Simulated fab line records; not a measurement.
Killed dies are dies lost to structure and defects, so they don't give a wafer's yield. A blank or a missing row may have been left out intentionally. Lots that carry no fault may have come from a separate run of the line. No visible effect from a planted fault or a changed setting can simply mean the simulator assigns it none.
Matching of chambers || flow nand_harc || rie_diel-13 running NHARC_P_GATE_DESCUM_13: 4 sister chambers
The step chemistry O2, time 3 s. 4 wafers are shown with their chamber, then 7 later ones without.

EACH WAFER AND ITS CHAMBER
{"wafer": "L078.4", "chamber": 2, "drypump_motor_current_A (A)": 5.0}
{"wafer": "L078.3", "chamber": 3, "drypump_motor_current_A (A)": 6.4}
{"wafer": "L079.1", "chamber": 1, "drypump_motor_current_A (A)": 5.2}
{"wafer": "L079.3", "chamber": 0, "drypump_motor_current_A (A)": 5.1}

WAFERS MISSING THEIR CHAMBER
{"wafer": "L079.5", "drypump_motor_current_A (A)": 5.1}
{"wafer": "L085.2", "drypump_motor_current_A (A)": 5.0}
{"wafer": "L085.3", "drypump_motor_current_A (A)": 6.3}
{"wafer": "L085.4", "drypump_motor_current_A (A)": 5.1}
{"wafer": "L088.1", "drypump_motor_current_A (A)": 5.2}
{"wafer": "L088.2", "drypump_motor_current_A (A)": 6.3}
{"wafer": "L088.3", "drypump_motor_current_A (A)": 5.0}

THE CHAMBER EACH PASSED THROUGH
{"wafer": "L079.5", "from the rows above": "can't be placed: 0 or 2 or 1", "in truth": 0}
{"wafer": "L085.2", "from the rows above": "can't be placed: 2 or 0", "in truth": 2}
{"wafer": "L085.3", "from the rows above": 3, "in truth": 3}
{"wafer": "L085.4", "from the rows above": "can't be placed: 0 or 2 or 1", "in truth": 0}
{"wafer": "L088.1", "from the rows above": "can't be placed: 1 or 0", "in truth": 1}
{"wafer": "L088.2", "from the rows above": 3, "in truth": 3}
{"wafer": "L088.3", "from the rows above": "can't be placed: 2 or 0", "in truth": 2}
2 of 7 placed correctly. These rows do not allow placing 5 (true chamber among the candidates in 5). 0 placed wrongly.
How it was worked out, from the rows above alone: a wafer's distance from a chamber is the root of the sum, over the readings, of the square of ((its reading less the chamber's mean) divided by the reading's scatter). The wafer belongs to the nearest chamber; if the next one is less than 2 further off, it can't be placed. The mean given for a chamber averages the wafers shown for that chamber. The scatter: with one shown wafer a chamber, the root of the mean of the squares of how far each hidden wafer lies from its nearest shown one.
